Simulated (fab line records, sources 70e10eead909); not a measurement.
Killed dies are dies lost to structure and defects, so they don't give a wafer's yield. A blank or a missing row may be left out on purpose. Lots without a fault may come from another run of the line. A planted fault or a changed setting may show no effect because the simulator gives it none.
fab line records | flow nand_harc
record lots=6 wafers=18 last_day=23
route steps=1159 shown A_M1@1029 A_BONDPAD@1059 END@1159
lots that met no fault: from a run of the same line without faults
start_h: hours from the record's first day to the start of the lot's first wafer shown | wait_h: hours since the lot's step before | " the same as in the row above | L1.1+2: a row that stands for several wafers | - no value, or no start given | * or withheld: withheld | < > ~ a bound
route shown NAME@n: a module of which the file shows steps, and the number in the route of the first | usual: mean/standard deviation of fault-free wafers | same: alike in all rows | chamber/n: place in a boat | sites: the reading at each site | _std_site: their standard deviation | _edge_site: outer sites' mean less inner sites' | radius_mm: how far each site lies from the wafer's centre | mask NAME#n: copy n | behind: the tool/chamber that last shaped the wafer | hold: why the lot was held/for how many hours/how that ended | device: the transistor (n, p or np) that didn't switch | end of line: the same wafers' tests at the end of the route | a step without rows: its recipe alone | killed: dies lost to structure and defects at the first sort, not the wafer's yield | map: a wafer's dies, x killed, . not, _ none there
set.NAME: the setting as run; set.NAME@STEP: as run at that earlier step | model.NAME: the simulator's own value behind a step, which no gauge read
lots at some steps of the route; a table a step, a row a wafer
services: from which hour (start_h, from the record's first day; less than 0 if before it) a tool's chamber was out of use, for how many hours, and why
## steps
# step NHARC_A_M1_COAT_34
# recipe temp_c=200 time_s=65
# step NHARC_A_M1_COAT_03
# recipe spin_rpm=1500 resist_thk_nm=90
# step NHARC_A_M1_SOFTBAKE_04
# recipe temp_c=105 time_s=55
# step NHARC_A_M1_EBR_05
# step NHARC_A_M1_EXPOSE_06
# recipe na=1.35 target_cd_nm=120 dose_mj=75.13 mask_id=A_M1
# step NHARC_A_M1_PEB_07
# recipe peb_temp_c=100 peb_time_s=65
# step NHARC_A_M1_DEVELOP_08
# recipe develop_time_s=35 dev_temp_c=23
# step NHARC_A_M1_CD_MEAS_09
# recipe target_cd_nm=120 landing_energy_ev=500
# usual cd_nm=120.0/0.58
# columns lot.wafer tool chamber start_h wait_h cd_nm
L350.2 cd_sem-01 0 398.49 - 120.4
L350.3 " 0 " " 121.2
L350.6 " 0 " " 121.0
L354.1 cd_sem-01 0 410.24 - 119.4
L354.2 " 0 " " 119.4
L354.6 " 0 " " 119.5
L362.3 cd_sem-02 0 469.90 - 119.7
L362.5 " 0 " " 120.2
L362.6 " 0 " " 120.2
L364.1 cd_sem-03 0 502.33 - 119.4
L364.2 " 0 " " 119.4
L364.6 " 0 " " 119.6
L367.1 cd_sem-02 0 514.85 - 119.0
L367.3 " 0 " " 120.2
L367.5 " 0 " " 119.7
L369.1 cd_sem-02 0 520.33 - 120.2
L369.5 " 0 " " 120.4
L369.6 " 0 " " 120.5
# step NHARC_A_M1_OVL_MEAS_10
# recipe pitch_nm=240
# usual overlay_x_nm=0.1/0.96 overlay_y_nm=-0.3/0.85
# columns lot.wafer tool chamber start_h wait_h overlay_x_nm overlay_y_nm
L350.2 overlay-02 - 398.58 - -1.0 0.3
L350.3 " - " " -0.9 -0.5
L350.6 " - " " -0.8 -0.4
L354.1 overlay-01 - 410.33 - -0.4 -0.8
L354.2 " - " " -0.3 -1.6
L354.6 " - " " -0.1 -0.3
L362.3 overlay-02 - 469.98 - 0.9 -0.2
L362.5 " - " " 0.8 0.1
L362.6 " - " " 0.6 0.1
L364.1 overlay-01 - 502.43 - 0.5 0.5
L364.2 " - " " 0.7 -0.3
L364.6 " - " " -0.2 -0.2
L367.1 overlay-02 - 514.94 - -0.8 -1.0
L367.3 " - " " -0.4 -0.7
L367.5 " - " " -0.3 -0.3
L369.1 overlay-02 - 520.42 - 0.2 -1.2
L369.5 " - " " 0.2 -1.7
L369.6 " - " " 0.1 -1.3
# step NHARC_A_M1_INSPECT_11
# usual raw_defect_count=30/14
# columns lot.wafer tool chamber start_h wait_h raw_defect_count
L350.2 defect_inspect-01 - 398.62 0.0 18
L350.3 " - " " 14
L350.6 " - " " 13
L354.1 defect_inspect-02 - 410.37 0.0 12
L354.2 " - " " 11
L354.6 " - " " 13
L362.3 defect_inspect-01 - 470.02 0.0 37
L362.5 " - " " 32
L362.6 " - " " 36
L364.1 defect_inspect-02 - 502.46 0.0 41
L364.2 " - " " 42
L364.6 " - " " 31
L367.1 defect_inspect-01 - 514.97 0.0 53
L367.3 " - " " 43
L367.5 " - " " 57
L369.1 defect_inspect-01 - 520.45 0.0 51
L369.5 " - " " 58
L369.6 " - " " 48
# step NHARC_A_M1_DESCUM_14
# recipe time_s=3 o2_flow_sccm=200 ar_flow_sccm=0 bias_power_w=0 chemistry=O2
# step NHARC_A_M1_ETCH_35
# recipe target_depth_a=400 overetch_a=120 time_s=43.94 ion_energy_ev=200 n2_flow_sccm=150 h2_flow_sccm=150 ar_flow_sccm=0 rf_w=400 bias_w=150 chemistry=N2/H2
# step NHARC_A_M1_ETCH_15
# recipe target_depth_a=1825 time_s=91.2 c4f8_flow_sccm=withheld ar_flow_sccm=400 rf_w=600 bias_w=300 chemistry=C4F8/Ar
# usual oes_product_au=0.959/0.018 rf_vpp_V=441.6/2.1
# columns lot.wafer tool chamber start_h wait_h oes_product_au rf_hours_counter_h rf_vpp_V
L350.3 rie_diel-02 2 398.87 - 0.950 1 441.7
L350.2 " 3 " " 0.967 1 439.7
L350.6 " 0 " " 0.979 - 441.6
L354.2 rie_diel-03 1 410.62 - 0.982 1 442.7
L354.1 " 2 " " 0.974 1 441.0
L354.6 " 0 " " 0.967 - 439.9
L362.3 rie_diel-03 0 470.27 - 0.933 5 441.0
L362.6 " 2 " " 0.938 - 443.2
L362.5 " 3 " " 0.931 - 443.3
L364.1 rie_diel-02 1 502.71 - 0.981 4 443.6
L364.2 " 3 " " 0.969 4 437.9
L364.6 " 1 " " 0.985 - 441.6
L367.3 rie_diel-03 1 515.22 - 0.931 7 441.8
L367.1 " 3 " " 0.918 8 444.4
L367.5 " 1 " " 0.928 - 440.7
L369.1 rie_diel-02 3 520.71 - 0.990 0 439.5
L369.5 " 0 " " 0.964 - 441.0
L369.6 " 1 " " 0.957 - 444.1
# step NHARC_A_M1_CD_MEAS_16
# usual cd_nm=119.8/0.72
# columns lot.wafer tool chamber start_h wait_h cd_nm
L350.2 cd_sem-01 - 398.99 - 120.3
L350.3 " - " " 121.1
L350.6 " - " " 120.8
L354.1 cd_sem-03 - 410.73 - 120.5
L354.2 " - " " 119.4
L354.6 " - " " 120.7
L362.3 cd_sem-02 - 470.39 - 120.0
L362.5 " - " " 120.3
L362.6 " - " " 119.8
L364.1 cd_sem-03 - 502.83 - 119.4
L364.2 " - " " 120.3
L364.6 " - " " 119.9
L367.1 cd_sem-03 - 515.34 - 118.5
L367.3 " - " " 120.1
L367.5 " - " " 119.9
L369.1 cd_sem-03 - 520.82 - 120.0
L369.5 " - " " 119.9
L369.6 " - " " 120.3
# step NHARC_A_M1_STRIP_18
# recipe power_w=1000 n2_flow_sccm=150 h2_flow_sccm=150 ar_flow_sccm=0 bias_w=0 chemistry=N2/H2
# usual drypump_motor_current_A=6.03/0.23 oes_product_au=1.001/0.0071 rf_vpp_V=90.7/0.93 showerhead_plenum_p_Torr=2.06/0.073 throttle_valve_pct=14.172/0.0088
# columns lot.wafer tool chamber start_h wait_h drypump_motor_current_A oes_product_au rf_hours_counter_h rf_vpp_V showerhead_plenum_p_Torr throttle_valve_pct
L350.3 rie_diel-11 0 399.08 0.1 6.08 1.001 2 90.2 2.01 14.174
L350.2 " 2 " " 5.87 1.005 2 90.9 2.15 14.175
L350.6 " 0 " " 6.09 1.010 - 90.6 2.01 14.181
L354.1 rie_diel-02 0 410.81 0.1 5.72 0.992 2 91.8 2.02 14.178
L354.2 " 1 " " 6.13 1.017 2 89.8 2.11 14.163
L354.6 " 0 " " 5.75 1.005 - 90.2 2.02 14.169
L362.3 rie_diel-11 0 470.46 0.1 6.06 0.993 7 91.2 2.01 14.169
L362.6 " 0 " " 6.07 1.003 - 91.9 2.01 14.167
L362.5 " 1 " " 6.27 0.995 - 89.4 1.95 14.169
L364.1 rie_diel-03 2 502.93 0.1 6.02 0.994 5 91.7 2.08 14.173
L364.2 " 3 " " 6.04 0.990 7 89.6 2.19 14.170
L364.6 " 1 " " 6.15 1.003 - 90.8 2.08 14.157
L367.3 rie_diel-11 1 515.41 0.1 6.24 0.999 12 88.8 1.95 14.170
L367.1 " 3 " " 6.04 0.991 11 92.5 2.11 14.183
L367.5 " 1 " " 6.27 0.987 - 87.9 1.95 14.165
L369.1 rie_diel-02 0 520.92 0.1 5.73 0.988 0 90.1 2.02 14.192
L369.5 " 3 " " 6.58 0.995 - 90.0 1.96 14.176
L369.6 " 0 " " 5.73 0.983 - 89.6 2.02 14.184
# step NHARC_A_M1_ETCH_28
# recipe target_depth_a=300 over_etch_frac=0.3 time_s=72.99 ion_energy_ev=150 cf4_flow_sccm=50 n2_flow_sccm=100 ar_flow_sccm=150 rf_w=300 bias_w=100 chemistry=CF4/N2
# usual drypump_motor_current_A=6.03/0.24 oes_product_au=1.000/0.0063 rf_vpp_V=314.7/1.8 showerhead_plenum_p_Torr=2.66/0.087 throttle_valve_pct=19.793/0.0096
# columns lot.wafer tool chamber start_h wait_h drypump_motor_current_A oes_product_au rf_hours_counter_h rf_vpp_V showerhead_plenum_p_Torr throttle_valve_pct
L350.2 rie_diel-11 3 - - 6.06 0.985 2 315.6 2.71 19.808
L350.3 " 1 " " 6.23 0.999 2 311.7 2.52 19.790
L350.6 " 2 " " 5.92 1.001 - 316.5 2.76 19.792
L354.2 rie_diel-02 2 - - 5.51 1.007 2 316.0 2.71 19.801
L354.1 " 0 " " 5.72 1.001 2 312.6 2.60 19.789
L354.6 " 2 " " 5.52 0.996 - 317.1 2.71 19.785
L362.3 rie_diel-11 0 - - 6.08 1.011 7 312.3 2.59 19.773
L362.6 " 1 " " 6.26 1.002 - 310.9 2.52 19.799
L362.5 " 2 " " 5.91 1.008 - 317.1 2.75 19.813
L364.2 rie_diel-03 0 - - 5.69 1.004 7 314.8 2.61 19.779
L364.1 " 2 " " 6.04 1.008 5 316.9 2.68 19.804
L364.6 " 3 " " 6.06 0.999 - 317.9 2.80 19.786
L367.3 rie_diel-11 0 - - 6.09 0.998 10 313.9 2.59 19.784
L367.1 " 3 " " 6.07 0.997 11 314.6 2.70 19.810
L367.5 " 1 " " 6.24 0.992 - 312.5 2.52 19.803
L369.1 rie_diel-02 2 - - 5.50 0.999 0 314.8 2.71 19.797
L369.6 " 1 " " 6.13 0.996 - 316.6 2.71 19.808
L369.5 " 2 " " 5.52 0.992 - 315.3 2.71 19.802
# step NHARC_A_M1_STRIP_19
# recipe time_s=600 temp_c=30 chemistry=post_etch_residue_remover
# step NHARC_A_M1_DEGAS_29
# recipe temp_c=250 time_s=60
# step NHARC_A_M1_PRE_CLEAN_30
# recipe time_s=30 temp_c=280 gas=H2/He
# step NHARC_A_M1_PVD_20
# recipe target_thk_a=50 bias_v=168.6 power_w=15000 chamber_pressure_pa=0.12 time_s=8.06 substrate_temp_c=50 material=TaN
# step NHARC_A_M1_PVD_21
# recipe target_thk_a=300 chamber_pressure_pa=5 power_w=5000 substrate_temp_c=30 time_s=20.49 material=Cu
# step NHARC_A_M1_ECD_22
# recipe target_thk_a=4000 bath_temp_c=25 material=Cu
# step NHARC_A_M1_ANNEAL_31
# recipe temp_c=225 time_s=90
# usual wafer_temp_C_max=225.9/0.53
# columns lot.wafer tool chamber start_h wait_h wafer_temp_C_max
L350.2 rtp_anneal-01 0 400.49 0.4 226.5
L350.3 " 0 " " 226.2
L350.6 " 0 " " 226.7
L354.1 rtp_anneal-02 0 412.24 - 225.7
L354.2 " 0 " " 225.7
L354.6 " 0 " " 225.5
L362.3 rtp_anneal-01 0 471.95 - 226.4
L362.5 " 0 " " 226.2
L362.6 " 0 " " 226.4
L364.1 rtp_anneal-02 0 504.28 0.3 225.6
L364.2 " 0 " " 225.4
L364.6 " 0 " " 225.1
L367.1 rtp_anneal-01 0 516.92 - 226.1
L367.3 " 0 " " 226.1
L367.5 " 0 " " 226.3
L369.1 rtp_anneal-02 0 522.27 - 225.4
L369.5 " 0 " " 225.9
L369.6 " 0 " " 225.5
# step NHARC_A_M1_CMP_23
# recipe t_overpolish_s=20 target_thk_nm=154.34
# usual motor_current_A=12.2/1.3 time_to_endpoint_s=29.6/2
# columns lot.wafer tool chamber start_h wait_h motor_current_A time_to_endpoint_s
L350.2 cmp-02 2 400.84 - 11.9 30.7
L350.3 " 3 " " 10.7 31.3
L350.6 " 0 " " 13.8 32.4
L354.2 cmp-02 2 412.59 - 13.0 27.7
L354.1 " 3 " " 10.9 29.0
L354.6 " 2 " " 12.5 30.6
L362.3 cmp-04 0 472.25 - 11.7 30.3
L362.5 " 2 " " 11.1 31.4
L362.6 " 3 " " 11.0 28.9
L364.1 cmp-04 3 504.66 - 10.6 24.5
L364.2 " 1 " " 13.8 23.6
L364.6 " 3 " " 10.8 25.0
L367.3 cmp-02 1 517.29 - 13.6 30.3
L367.1 " 3 " " 11.4 30.6
L367.5 " 1 " " 14.1 32.4
L369.1 cmp-01 2 522.76 - 13.0 29.6
L369.5 " 3 " " 11.3 26.3
L369.6 " 0 " " 14.3 29.0
# step NHARC_A_M1_THK_MEAS_24
# recipe thk_meas_gauge=xrf
# usual thk_nm=154.2/1.3
# columns lot.wafer tool chamber start_h wait_h thk_nm
L350.2 film_metro-01 - 401.10 - 155.3
L350.3 " - " " 154.1
L350.6 " - " " 151.9
L354.1 film_metro-01 - 412.90 - 153.1
L354.2 " - " " 153.0
L354.6 " - " " 154.9
L362.3 film_metro-01 - 472.51 - 155.5
L362.5 " - " " 154.2
L362.6 " - " " 156.1
L364.1 film_metro-01 - 504.94 - 153.4
L364.2 " - " " 152.2
L364.6 " - " " 151.6
L367.1 film_metro-01 - 517.58 - 156.7
L367.3 " - " " 153.9
L367.5 " - " " 153.4
L369.1 film_metro-01 - 522.99 - 153.6
L369.5 " - " " 153.7
L369.6 " - " " 154.5
# step NHARC_A_M1_SRD_25
# step NHARC_A_M1_PRE_CLEAN_32
# recipe time_s=12 temp_c=370 rf_power_w=300 gas=NH3
# step NHARC_A_M1_DEP_33
# recipe target_thk_a=300 temp_c=370 target_thk_nm=30 pressure_torr=3 flow_sccm=200 rf_w=450 material=SiCN
# usual heater_power_w=620/120 showerhead_vpp_V=1308/44
# columns lot.wafer tool chamber start_h wait_h heater_power_w showerhead_vpp_V
L350.3 pecvd-02 0 401.40 0.1 507 1230
L350.2 " 1 " " 625 1336
L350.6 " 2 " " 846 1263
L354.2 pecvd-04 0 413.22 0.1 526 1294
L354.1 " 2 " " 521 1361
L354.6 " 2 " " 523 1358
L362.3 pecvd-01 0 472.88 0.1 699 1299
L362.6 " 2 " " 481 1327
L362.5 " 0 " " 730 1325
L364.1 pecvd-02 2 505.25 0.1 783 1258
L364.2 " 1 " " 577 1347
L364.6 " 2 " " 773 1252
L367.3 pecvd-01 1 518.42 0.1 700 1353
L367.1 " 2 " " 435 1362
L367.5 " 0 " " 721 1302
L369.1 pecvd-01 2 523.30 0.1 487 1346
L369.6 " 2 " " 484 1345
L369.5 " 1 " " 705 1360
# step NHARC_A_BONDPAD_DEP_00
# recipe target_thk_a=2500 temp_c=370 target_thk_nm=250 pressure_torr=3 flow_sccm=200 rf_w=450 material=SiCN
# step NHARC_A_BONDPAD_CMP_29
# recipe target_thk_nm=200 material=SiCN
# step NHARC_A_BONDPAD_THK_MEAS_30
# recipe thk_meas_gauge=ellipsometry
# usual thk_nm=200.3/1.3
# columns lot.wafer tool chamber start_h wait_h thk_nm
L350.2 film_metro-01 - 402.70 0.2 201.5
L350.3 " - " " 201.8
L350.6 " - " " 200.2
L354.1 film_metro-02 - 414.43 0.2 201.1
L354.2 " - " " 199.6
L354.6 " - " " 199.9
L362.3 film_metro-01 - 474.05 0.2 202.4
L362.5 " - " " 199.9
L362.6 " - " " 200.1
L364.1 film_metro-01 - 506.64 0.2 202.7
L364.2 " - " " 199.5
L364.6 " - " " 200.1
L367.1 film_metro-01 - 519.95 0.2 201.1
L367.3 " - " " 202.0
L367.5 " - " " 202.2
L369.1 film_metro-02 - 524.80 0.1 200.0
L369.5 " - " " 202.9
L369.6 " - " " 200.0
# step NHARC_A_BONDPAD_SRD_31
# step NHARC_A_BONDPAD_DEHYDRATE_01
# recipe temp_c=150 time_s=120
# step NHARC_A_BONDPAD_HMDS_02
# recipe time_s=30
# step NHARC_A_BONDPAD_COAT_33
# recipe temp_c=200 time_s=65
# step NHARC_A_BONDPAD_COAT_03
# recipe spin_rpm=2000 resist_thk_nm=600
# step NHARC_A_BONDPAD_SOFTBAKE_04
# recipe temp_c=125 time_s=70
# step NHARC_A_BONDPAD_EBR_05
# step NHARC_A_BONDPAD_EXPOSE_06
# recipe na=0.55 dose_mj=36.99 mask_id=A_BPAD
# step NHARC_A_BONDPAD_PEB_07
# recipe peb_temp_c=128 peb_time_s=80
# step NHARC_END_SORT_01
# recipe temp_c=25
# usual defect_limited_yield=95.6/1.7 killed_at_array=27/11 killed_at_other=0.7/0.93 killed_at_periphery=2.9/1.9 killed_dies=30/11 killed_open=3.1/1.7 killed_short=1.9/1.3 sort_bin_2_pct=1.4/0.68 sort_bin_3_pct=0.28/0.25 sort_bin_4_pct=2.8/1.1 sort_n_pass=647/11 sort_rim_yield_pct=95.4/2.7 sort_yield_pct=95.6/1.7
# same gross_dies=677 sort_bin_5_pct[%]=0 sort_bin_6_pct[%]=0 sort_bin_7_pct[%]=0 sort_bin_8_pct[%]=0 sort_rim_n_gross=106.00
# columns lot.wafer tool chamber start_h wait_h defect_limited_yield[%] killed_at_array killed_at_other killed_at_periphery killed_dies killed_open killed_short sort_bin_2_pct[%] sort_bin_3_pct[%] sort_bin_4_pct[%] sort_n_pass sort_rim_yield_pct[%] sort_yield_pct[%]
L362.3 prober-02 0 508.08 3.1 95.0 33 0 1 34 2 0 1.0 0.30 3.7 643 96.2 95.0
L362.5 prober-02 0 509.66 3.7 95.6 25 1 4 30 1 2 1.5 0.74 2.2 647 93.4 95.6
L362.6 prober-02 0 510.44 3.9 94.5 35 0 2 37 4 3 0.9 0.59 4.0 640 97.2 94.5
L364.1 prober-01 0 534.43 2.4 83.0 109 1 5 115 3 2 6.9 5.47 4.6 562 79.2 83.0
L364.2 prober-01 0 535.22 2.7 94.2 34 3 2 39 5 2 3.0 0.15 2.7 638 95.3 94.2
L364.6 prober-01 0 538.38 4.0 84.0 105 0 3 108 0 3 5.8 4.14 6.1 569 82.1 84.0
L367.1 prober-02 0 549.70 2.5 92.6 48 0 2 50 8 2 2.8 0.30 4.3 627 96.2 92.6
L367.3 prober-02 0 551.28 3.1 93.4 41 2 2 45 4 4 2.2 0.44 4.0 632 91.5 93.4
L367.5 prober-02 0 552.86 3.7 94.8 33 0 2 35 4 2 2.8 0.30 2.1 642 89.6 94.8
L369.1 prober-02 0 557.40 2.5 92.5 45 1 5 51 5 2 1.9 0.15 5.5 626 95.3 92.5
L369.5 prober-02 0 560.63 3.7 92.2 51 0 2 53 4 1 3.0 0.59 4.3 624 93.4 92.2
L369.6 prober-02 0 561.44 4.0 80.5 127 1 4 132 2 2 6.1 5.02 8.4 545 81.1 80.5
# killed by level:class
L362.3 A_CHANNEL_HOLE_D1:chamber_film_flake=19 A_SGD_CUT:chamber_film_flake=8 A_CONTACT:chamber_film_flake=2 P_M0:geometric_particle:open=1 A_M0:geometric_particle:open=1 A_ZERO_WELL:chamber_film_flake=1 A_STAIRCASE:chamber_film_flake=1 A_BONDPAD:chamber_film_flake=1
L362.5 A_CHANNEL_HOLE_D1:chamber_film_flake=15 P_GATE:chamber_film_flake=3 A_CONTACT:chamber_film_flake=3 A_SGD_CUT:chamber_film_flake=2 A_ONON_D1:geometric_particle:open=1 A_ONON_D1:geometric_particle:short=1 A_WL_FILL:geometric_particle:short=1 P_BONDPAD:chamber_film_flake=1
L362.6 A_CHANNEL_HOLE_D1:chamber_film_flake=21 A_SGD_CUT:chamber_film_flake=4 A_CHANNEL_FILL_D1:geometric_particle:short=2 A_CONTACT:geometric_particle:open=2 A_ZERO_WELL:chamber_film_flake=2 A_CONTACT:chamber_film_flake=2 P_M0:geometric_particle:open=1 A_CHANNEL_FILL_D1:geometric_particle:open=1
L364.1 A_M1:unspecified=83 A_CHANNEL_HOLE_D1:chamber_film_flake=18 A_CONTACT:chamber_film_flake=6 P_STI:chamber_film_flake=2 P_M0:geometric_particle:open=1 P_M0:geometric_particle:short=1 P_M2:geometric_particle:open=1 A_CHANNEL_FILL_D1:geometric_particle:open=1
L364.2 A_CHANNEL_HOLE_D1:chamber_film_flake=21 A_CONTACT:chamber_film_flake=3 THIN_TSV:chamber_film_flake=3 A_CHANNEL_FILL_D1:geometric_particle:open=2 A_CHANNEL_FILL_D1:chamber_film_flake=2 P_STI:geometric_particle:short=1 P_CONTACT:geometric_particle:open=1 A_CHANNEL_HOLE_D1:geometric_particle:open=1
L364.6 A_M1:unspecified=83 A_CHANNEL_HOLE_D1:chamber_film_flake=16 A_CONTACT:chamber_film_flake=5 P_M0:geometric_particle:short=2 P_GATE:geometric_particle:short=1 A_ZERO_WELL:chamber_film_flake=1
L367.1 A_CHANNEL_HOLE_D1:chamber_film_flake=25 A_SLIT:chamber_film_flake=14 A_CONTACT:geometric_particle:open=3 P_STI:geometric_particle:open=1 P_GATE:geometric_particle:open=1 A_SOURCE_PLATE:geometric_particle:open=1 A_ONON_D1:geometric_particle:short=1 A_CHANNEL_HOLE_D1:geometric_particle:open=1
L367.3 A_CHANNEL_HOLE_D1:chamber_film_flake=20 A_SLIT:chamber_film_flake=14 A_CHANNEL_FILL_D1:geometric_particle:short=3 THIN_TSV:chamber_film_flake=2 P_M1:geometric_particle:open=1 A_ONON_D1:geometric_particle:open=1 A_CHANNEL_HOLE_D1:geometric_particle:open=1 A_SGD_CUT:geometric_particle:short=1
L367.5 A_CHANNEL_HOLE_D1:chamber_film_flake=17 A_SLIT:chamber_film_flake=11 P_M0:geometric_particle:open=1 A_SOURCE_PLATE:geometric_particle:short=1 A_CHANNEL_FILL_D1:geometric_particle:short=1 A_CHANNEL_FILL_D1:geometric_particle:open=1 A_CONTACT:geometric_particle:open=1 A_BLC:geometric_particle:open=1
L369.1 A_CHANNEL_HOLE_D1:chamber_film_flake=16 A_SLIT:chamber_film_flake=12 A_CONTACT:chamber_film_flake=6 A_CHANNEL_FILL_D1:chamber_film_flake=4 P_BONDPAD:chamber_film_flake=2 A_WL_FILL:chamber_film_flake=2 P_CONTACT:geometric_particle:open=1 P_M0:geometric_particle:short=1
L369.5 A_SLIT:chamber_film_flake=20 A_CHANNEL_HOLE_D1:chamber_film_flake=17 A_CONTACT:chamber_film_flake=7 A_ONON_D1:geometric_particle:open=2 A_CHANNEL_FILL_D1:chamber_film_flake=2 A_M1:chamber_film_flake=2 P_M0:geometric_particle:open=1 P_M2:geometric_particle:open=1
L369.6 A_M1:unspecified=83 A_CHANNEL_HOLE_D1:chamber_film_flake=13 A_SLIT:chamber_film_flake=11 A_CHANNEL_FILL_D1:chamber_film_flake=9 A_CONTACT:chamber_film_flake=7 P_M1:geometric_particle:open=1 A_ONON_D1:geometric_particle:short=1 A_M0:geometric_particle:short=1
# map L364.1 (x killed, . not)
____________.____________
_________......._________
_______.x...x....._______
______.............______
_____..............._____
____.................____
____.................____
___..................x___
___...................___
__x....x...............__
__.x...................__
_..................x...._
_.....................x._
_......................._
_......................._
_......................._
.........................
....x....................
..x......................
.x....................x..
xxx.x....................
_xxx...................._
_xx.x.....x............._
_..x............x......._
_x.x.x..x..x............_
_x.....x.x........x....._
__x...xxxxxxx..........__
__.x..xxxxxxx..........__
___.x.xxxxxxxxx.......___
___..xxxxxxxxx........___
____.xxxxxxxxx.......____
____.xxxxxxxxx.......____
_____.xxxxxxxx......_____
______xxxxxxxx.....______
_______xxxxxx....._______
_________xxxxx.._________
____________x____________
# map L369.6 (x killed, . not)
____________.____________
_________.xx...._________
_______.x...x....._______
______...xx..x.....______
_____....x.x........_____
____x......x.........____
____.......x.........____
___...................___
___.......x...........___
__...................x.__
__............x........__
_......x................_
_.....x...........x....._
_......................._
_.................x....._
_......................._
.xx.x....x..x............
...x.....................
xxx.x.............x.x....
x.x......................
.x.................x.....
_....x.................._
_xx....................._
_........x.........x...._
_......x.........x.x...._
_.......xxx..xx........._
__....xxxxxx.x.........__
__....xxxxxxxxx........__
___..xxxxxxxx.xxxx....___
___...xxxxxxxxx......x___
____.xxxxxxxxx.......____
____.xxxxxxxxxx......____
_____.xxxxxxxx......_____
______xxxxxxxx.....______
_______xxxxxx....._______
_________xxxxx.._________
____________.____________
## services
# columns tool chamber start_h hours kind
cmp-01 - 375.50 4.0 pm
pecvd-04 - 376.10 13.0 pm
cmp-02 - 379.25 0.4 repair
rie_diel-03 - 392.30 9.0 pm
pecvd-01 - 398.89 0.3 repair
cmp-04 - 399.16 4.0 pm
cmp-04 - 405.70 1.8 repair
pecvd-01 - 418.85 13.0 pm
pecvd-04 - 421.00 1.4 repair
cmp-02 - 422.51 4.0 pm
pecvd-04 - 448.93 0.4 repair
cmp-02 - 468.89 2.2 repair
pecvd-02 0 471.69 7.4 repair
rie_diel-11 2 474.17 2.4 repair
cmp-02 - 481.27 1.8 repair
pecvd-02 - 482.18 2.3 repair
rie_diel-11 1 494.93 3.2 repair
cmp-04 - 497.16 4.0 pm
pecvd-01 - 503.18 1.4 repair
rie_diel-02 - 504.70 9.0 pm
rie_diel-11 - 511.81 0.2 repair
pecvd-02 - 515.28 13.0 pm
rie_diel-03 2 516.17 1.5 repair
cmp-02 - 520.51 4.0 pm
## key
first_sign step=NHARC_END_SORT_01 reading=killed_at_array direction=up sigmas=8 usual=27 struck=114
effect step=NHARC_END_SORT_01 reading=killed_dies direction=up sigmas=7.9 usual=30 struck=118
more_kills_born_at NHARC_A_M1_ETCH_15@rie_diel-02=248
met_at NHARC_A_M1_ETCH_15
struck_wafers L364.1,L364.6,L369.6
fault kind=chamber_particle_source tool=rie_diel-02 chamber=1 onset_h=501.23 steps=NHARC_A_M1_ETCH_15 rate_per_visit_cm2=1.4747 end_h=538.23
